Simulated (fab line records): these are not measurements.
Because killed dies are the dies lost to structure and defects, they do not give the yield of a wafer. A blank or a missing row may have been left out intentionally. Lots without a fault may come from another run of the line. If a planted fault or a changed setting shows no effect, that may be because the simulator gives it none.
Chamber matching :: flow nand-harc :: NHARC_A_STAIRCASE_TRIM_12 on rie-diel-01: 4 sister chambers
The step chemistry O2, time 211.2 s. 8 wafers are shown with their chamber, then 11 later ones without.

WAFERS PAIRED WITH THEIR CHAMBERS
wafer: L087.4
chamber: 3
drypump-motor-current-A (A): 5.7
showerhead-plenum-p-Torr (Torr): 3.74

wafer: L089.4
chamber: 3
drypump-motor-current-A (A): 5.7
showerhead-plenum-p-Torr (Torr): 3.73

wafer: L089.5
chamber: 1
drypump-motor-current-A (A): 6.0
showerhead-plenum-p-Torr (Torr): 3.46

wafer: L089.6
chamber: 2
drypump-motor-current-A (A): 5.9
showerhead-plenum-p-Torr (Torr): 3.75

wafer: L088.1
chamber: 1
drypump-motor-current-A (A): 6.1
showerhead-plenum-p-Torr (Torr): 3.46

wafer: L088.4
chamber: 0
drypump-motor-current-A (A): 4.7
showerhead-plenum-p-Torr (Torr): 3.52

wafer: L088.5
chamber: 0
drypump-motor-current-A (A): 4.7
showerhead-plenum-p-Torr (Torr): 3.52

wafer: L088.2
chamber: 2
drypump-motor-current-A (A): 5.8
showerhead-plenum-p-Torr (Torr): 3.75

WAFERS MISSING THEIR CHAMBER
wafer: L088.3
drypump-motor-current-A (A): 5.6
showerhead-plenum-p-Torr (Torr): 3.73

wafer: L088.6
drypump-motor-current-A (A): 6.1
showerhead-plenum-p-Torr (Torr): 3.46

wafer: L090.1
drypump-motor-current-A (A): 6.1
showerhead-plenum-p-Torr (Torr): 3.45

wafer: L090.3
drypump-motor-current-A (A): 4.7
showerhead-plenum-p-Torr (Torr): 3.51

wafer: L090.5
drypump-motor-current-A (A): 4.7
showerhead-plenum-p-Torr (Torr): 3.51

wafer: L093.1
drypump-motor-current-A (A): 5.9
showerhead-plenum-p-Torr (Torr): 3.74

wafer: L093.2
drypump-motor-current-A (A): 5.6
showerhead-plenum-p-Torr (Torr): 3.72

wafer: L093.5
drypump-motor-current-A (A): 6.1
showerhead-plenum-p-Torr (Torr): 3.45

wafer: L096.2
drypump-motor-current-A (A): 5.6
showerhead-plenum-p-Torr (Torr): 3.71

wafer: L096.4
drypump-motor-current-A (A): 4.7
showerhead-plenum-p-Torr (Torr): 3.50

wafer: L096.6
drypump-motor-current-A (A): 5.6
showerhead-plenum-p-Torr (Torr): 3.71

WHICH CHAMBER EACH WENT THROUGH
wafer: L088.3
from the rows above: 3
in truth: 3

wafer: L088.6
from the rows above: 1
in truth: 1

wafer: L090.1
from the rows above: 1
in truth: 1

wafer: L090.3
from the rows above: 0
in truth: 0

wafer: L090.5
from the rows above: 0
in truth: 0

wafer: L093.1
from the rows above: can't be placed: 2 or 3
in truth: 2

wafer: L093.2
from the rows above: 3
in truth: 3

wafer: L093.5
from the rows above: 1
in truth: 1

wafer: L096.2
from the rows above: 3
in truth: 3

wafer: L096.4
from the rows above: 0
in truth: 0

wafer: L096.6
from the rows above: 3
in truth: 3
10 of 11 placed correctly. These rows do not allow placing 1 (true chamber among the candidates in 1). 0 placed wrongly.
How it was worked out, from the rows above alone: a wafer's distance from a chamber is the root of the sum, over the readings, of the square of ((its reading less the chamber's mean) divided by the reading's scatter). The wafer belongs to the nearest chamber; if the next one is less than 2 further off, it can't be placed. The mean given for a chamber averages the wafers shown for that chamber. How the scatter is found: for the shown wafers, subtract from each reading the mean of its chamber, square and add these, divide the total by (wafers less chambers), then take the root.
